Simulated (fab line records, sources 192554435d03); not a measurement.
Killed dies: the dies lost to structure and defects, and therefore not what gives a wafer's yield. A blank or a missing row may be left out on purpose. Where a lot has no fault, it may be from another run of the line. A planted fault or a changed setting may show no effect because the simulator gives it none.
What tool caused it? || flow n5_finfet || 27 wafers from 9 lots sampled at 5 of the route's 1938 steps

== WHAT THE GAUGES SHOWED, per wafer ==
N5_BEOL_M4_RC_MEAS_101.
{"lot": "L670", "measured": "day 9 03:07", "on": "prober-02", "DIBL_N (mV/V)": "34.3 34.0 32.7"}
{"lot": "L672", "measured": "day 10 02:00", "on": "prober-02", "DIBL_N (mV/V)": "32.7 34.2 35.7"}
{"lot": "L678", "measured": "day 10 11:23", "on": "prober-01", "DIBL_N (mV/V)": "35.3 34.6 32.8"}
{"lot": "L684", "measured": "day 12 16:12", "on": "prober-02", "DIBL_N (mV/V)": "35.5 34.0 36.1"}
{"lot": "L685", "measured": "day 12 22:46", "on": "prober-01", "DIBL_N (mV/V)": "37.1 35.1 37.7"}
{"lot": "L686", "measured": "day 12 17:22", "on": "prober-01", "DIBL_N (mV/V)": "39.2 34.6 35.4"}
{"lot": "L687", "measured": "day 12 22:59", "on": "prober-02", "DIBL_N (mV/V)": "36.0 33.0 37.4"}
{"lot": "L688", "measured": "day 14 04:22", "on": "prober-01", "DIBL_N (mV/V)": "36.3 36.6 35.2"}
{"lot": "L690", "measured": "day 14 06:26", "on": "prober-01", "DIBL_N (mV/V)": "37.2 37.9 39.3"}

== TOOL THAT RAN EACH LOT (tool first, then ch and the chambers of the sampled wafers, then the start) ==
{"lot": "L670", "N5_HKMG_FIN_ETCH_67": "rie_diel-01 ch 1,2,3, day 5 02:22", "N5_HKMG_FIN_STRIP_69": "plasma_asher-02 ch 0, day 5 02:43", "N5_HKMG_FIN_ALD_72": "cvd_w-02 ch 0,1, day 5 03:28", "N5_GATE_CUT_ETCH_56": "rie_metal-01 ch 0,1, day 5 04:30"}
{"lot": "L672", "N5_HKMG_FIN_ETCH_67": "rie_diel-05 ch 0,2,3, day 5 15:59", "N5_HKMG_FIN_STRIP_69": "plasma_asher-02 ch 0,1, day 5 16:20", "N5_HKMG_FIN_ALD_72": "cvd_w-02 ch 0,1, day 5 17:05", "N5_GATE_CUT_ETCH_56": "rie_metal-02 ch 0,1, day 5 18:08"}
{"lot": "L678", "N5_HKMG_FIN_ETCH_67": "rie_diel-05 ch 0,3, day 6 22:59", "N5_HKMG_FIN_STRIP_69": "plasma_asher-01 ch 0,1, day 6 23:20", "N5_HKMG_FIN_ALD_72": "cvd_w-01 ch 0,1, day 7 00:05", "N5_GATE_CUT_ETCH_56": "rie_metal-01 ch 0,1, day 7 01:07"}
{"lot": "L684", "N5_HKMG_FIN_ETCH_67": "rie_diel-06 ch 0,3, day 8 11:32", "N5_HKMG_FIN_STRIP_69": "plasma_asher-01 ch 0,1, day 8 12:01", "N5_HKMG_FIN_ALD_72": "cvd_w-02 ch 0,1, day 8 12:40", "N5_GATE_CUT_ETCH_56": "rie_metal-01 ch 0,1, day 8 13:42"}
{"lot": "L685", "N5_HKMG_FIN_ETCH_67": "rie_diel-06 ch 1,3, day 8 18:11", "N5_HKMG_FIN_STRIP_69": "plasma_asher-01 ch 0,1, day 8 18:33", "N5_HKMG_FIN_ALD_72": "cvd_w-01 ch 0,1, day 8 19:17", "N5_GATE_CUT_ETCH_56": "rie_metal-03 ch 0,1, day 8 20:20"}
{"lot": "L686", "N5_HKMG_FIN_ETCH_67": "rie_diel-01 ch 0,1,2, day 9 01:30", "N5_HKMG_FIN_STRIP_69": "plasma_asher-02 ch 0,1, day 9 01:52", "N5_HKMG_FIN_ALD_72": "cvd_w-01 ch 0,1, day 9 02:36", "N5_GATE_CUT_ETCH_56": "rie_metal-03 ch 0,1, day 9 03:48"}
{"lot": "L687", "N5_HKMG_FIN_ETCH_67": "rie_diel-05 ch 0,2,3, day 9 05:22", "N5_HKMG_FIN_STRIP_69": "plasma_asher-01 ch 0,1, day 9 05:43", "N5_HKMG_FIN_ALD_72": "cvd_w-02 ch 0,1, day 9 07:09", "N5_GATE_CUT_ETCH_56": "rie_metal-01 ch 0,1, day 9 08:11"}
{"lot": "L688", "N5_HKMG_FIN_ETCH_67": "rie_diel-06 ch 1,2,3, day 9 12:39", "N5_HKMG_FIN_STRIP_69": "plasma_asher-01 ch 0,1, day 9 13:01", "N5_HKMG_FIN_ALD_72": "cvd_w-01 ch 0,1, day 9 13:46", "N5_GATE_CUT_ETCH_56": "rie_metal-02 ch 0,1, day 9 14:47"}
{"lot": "L690", "N5_HKMG_FIN_ETCH_67": "rie_diel-06 ch 0,1,2, day 10 01:37", "N5_HKMG_FIN_STRIP_69": "plasma_asher-01 ch 0,1, day 10 01:59", "N5_HKMG_FIN_ALD_72": "cvd_w-01 ch 1, day 10 02:44", "N5_GATE_CUT_ETCH_56": "rie_metal-01 ch 0,1, day 10 03:46"}
- N5_HKMG_FIN_ETCH_67: etches SOC in N2/H2, stops on TiN, target depth 388.9 nm.
- N5_HKMG_FIN_STRIP_69: strips in N2/H2, time 360 s.
- N5_HKMG_FIN_ALD_72: deposits W, target thk 2 nm, pulse time 1 s, purge time 2 s.
- N5_GATE_CUT_ETCH_56: etches TiN in Cl2/Ar, target depth 21.6 nm.

== THE ANSWER, worked out from the rows above alone ==
Rule: what is usual is taken from the lots themselves. The widest of any qualifying gaps counts: lots, ordered by their means at a reading, are off when they make up no more than a third of the lots, leave a main group of 4 or more, and stand apart from it by 3 or more times the standard deviation of that group's means. The tables above print the reading to a certain number of digits; a main group whose means all agree to those digits is not used. Also off: a lot with no number at a reading for which 4 or more lots have one. Any other lot the step has rows for is counted as sound.
None of the lots is off at any reading shown; this tells nothing.

== WHAT HAD BEEN PUT IN BY THE SIMULATOR ==
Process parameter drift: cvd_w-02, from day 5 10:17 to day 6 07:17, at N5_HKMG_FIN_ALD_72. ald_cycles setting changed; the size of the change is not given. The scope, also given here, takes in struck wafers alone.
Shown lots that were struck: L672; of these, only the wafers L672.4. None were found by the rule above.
